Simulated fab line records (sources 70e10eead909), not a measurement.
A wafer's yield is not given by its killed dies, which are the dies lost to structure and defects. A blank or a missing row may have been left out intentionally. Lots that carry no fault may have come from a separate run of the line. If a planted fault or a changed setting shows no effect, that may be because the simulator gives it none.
Which tool did it?	flow nandHarc	13 lots with 39 wafers sampled at 3 steps, on a route of 1159 steps

WHAT THE GAUGES READ, wafer by wafer
NHARC_P_M0_CD_MEAS_09: target cd 90 nm.
lot	measured	on	cdNm (nm)
L391	day 5 20:11	cdSem-01	90.6 92.0 90.9
L392	day 6 10:01	cdSem-01	90.6 91.0 91.4
L393	day 6 12:11	cdSem-02	89.5 89.2 89.1
L395	day 6 21:48	cdSem-01	89.3 88.5 88.6
L396	day 7 10:20	cdSem-03	89.8 89.9 89.0
L397	day 7 15:22	cdSem-01	91.3 90.8 90.5
L398	day 7 15:38	cdSem-01	88.9 89.0 89.1
L400	day 8 05:23	cdSem-02	90.2 90.4 88.4
L403	day 9 02:26	cdSem-02	90.2 90.7 89.9
L404	day 9 02:53	cdSem-03	88.6 89.1 89.6
L406	day 9 19:26	cdSem-02	89.6 89.9 89.3
L409	day 10 07:26	cdSem-01	90.4 90.2 89.5
L413	day 11 15:50	cdSem-01	79.5 80.3 89.9

TOOL THAT RAN EACH LOT (tool first, then ch and the chambers of the sampled wafers, then the start)
lot	NHARC_P_CONTACT_ETCH_18	NHARC_P_M0_PEB_07
L391	rieDiel-04 ch 0,1,3, day 5 20:06 or earlier	lithoTrack-06 ch 0, day 5 20:06
L392	rieDiel-10 ch 0,2,3, day 6 09:56 or earlier	lithoTrack-06 ch 0, day 6 09:56
L393	rieDiel-04 ch 1,2, day 6 12:06 or earlier	lithoTrack-01 ch 0, day 6 12:06
L395	rieDiel-04 ch 2,3, day 6 21:43 or earlier	lithoTrack-01 ch 0, day 6 21:43
L396	rieDiel-10 ch 1,2, day 7 10:15 or earlier	lithoTrack-06 ch 0, day 7 10:15
L397	rieDiel-04 ch 2,3, day 7 15:17 or earlier	lithoTrack-06 ch 0, day 7 15:17
L398	rieDiel-10 ch 0,1,2, day 7 15:33 or earlier	lithoTrack-01 ch 0, day 7 15:33
L400	rieDiel-10 ch 0,1, day 8 05:18 or earlier	lithoTrack-04 ch 0, day 8 05:18
L403	rieDiel-10 ch 0,2,3, day 9 02:22 or earlier	lithoTrack-06 ch 0, day 9 02:22
L404	rieDiel-10 ch 0,1,3, day 9 02:48 or earlier	lithoTrack-04 ch 0, day 9 02:48
L406	rieDiel-10 ch 0,1,2, day 9 19:22 or earlier	lithoTrack-01 ch 0, day 9 19:22
L409	rieDiel-04 ch 0,3, day 10 07:21 or earlier	lithoTrack-04 ch 0, day 10 07:21
L413	rieDiel-04 ch 0,2,3, day 11 15:46 or earlier	lithoTrack-06 ch 0, day 11 15:46
- NHARC_P_CONTACT_ETCH_18: etches the open film in C4F8/O2/Ar, target depth 481 nm, time 240.5 s.
- NHARC_P_M0_PEB_07: peb time 65 s.

AS READ BY THE TOOLS THEMSELVES (means over the sampled wafers that have a number; for cases with no such wafer, the mark the record gives instead)
NHARC_P_CONTACT_ETCH_18.
lot	tool	oesProductAu (a.u.)	rfVppV (V)
L391	rieDiel-04	0.950	980
L392	rieDiel-10	0.950	976
L393	rieDiel-04	0.951	979
L395	rieDiel-04	0.961	974
L396	rieDiel-10	0.959	982
L397	rieDiel-04	0.968	973
L398	rieDiel-10	0.951	979
L400	rieDiel-10	0.966	981
L403	rieDiel-10	0.963	976
L404	rieDiel-10	0.960	979
L406	rieDiel-10	0.943	980
L409	rieDiel-04	0.918	982
L413	rieDiel-04	0.934	977

NHARC_P_M0_PEB_07.
lot	tool	heaterPowerTotalW (W)
L391	lithoTrack-06	156.6
L392	lithoTrack-06	156.4
L393	lithoTrack-01	156.6
L395	lithoTrack-01	156.8
L396	lithoTrack-06	157.1
L397	lithoTrack-06	156.7
L398	lithoTrack-01	156.9
L400	lithoTrack-04	156.7
L403	lithoTrack-06	156.5
L404	lithoTrack-04	156.9
L406	lithoTrack-01	156.7
L409	lithoTrack-04	156.5
L413	lithoTrack-06	175.6

THE ANSWER, worked out from the rows above alone
Rule: what is usual is taken from the lots themselves. The widest of any qualifying gaps counts: lots, ordered by their means at a reading, are off when they make up no more than a third of the lots, leave a main group of 4 or more, and stand apart from it by 3 or more times the standard deviation of that group's means. Not used: any main group whose means are identical at the precision the tables above print for the reading. A lot without any number at a reading at which 4 lots or more have one is off too. Where the step has rows for the other lots, those lots are counted as sound. After the gauges, taken in route order, come the tools' own readings; for these a lot's mean is taken, as printed above. At the first step where some lot is off, the reading lying furthest off is the one used; lots without a number count as furthest.
Off at NHARC_P_M0_CD_MEAS_09 (cdNm): L413. For the main group the mean is 89.9 nm and the standard deviation 0.77.
A tool fits if, at a process step before that reading, it ran every lot that is off, and no sound lot after the first of them. Not tried: the gauges at NHARC_P_M0_CD_MEAS_09; whatever is off there is also off at NHARC_P_M0_PEB_07, on other tools, and gauge error can't account for it. NHARC_P_CONTACT_ETCH_18 gives no start for some lots, so the hours and the order of its lots are those of NHARC_P_M0_PEB_07. 2 tools fit, rieDiel-04 at NHARC_P_CONTACT_ETCH_18 and lithoTrack-06 at NHARC_P_M0_PEB_07, so this cannot tell which one it is.

WHAT HAD BEEN PUT IN BY THE SIMULATOR
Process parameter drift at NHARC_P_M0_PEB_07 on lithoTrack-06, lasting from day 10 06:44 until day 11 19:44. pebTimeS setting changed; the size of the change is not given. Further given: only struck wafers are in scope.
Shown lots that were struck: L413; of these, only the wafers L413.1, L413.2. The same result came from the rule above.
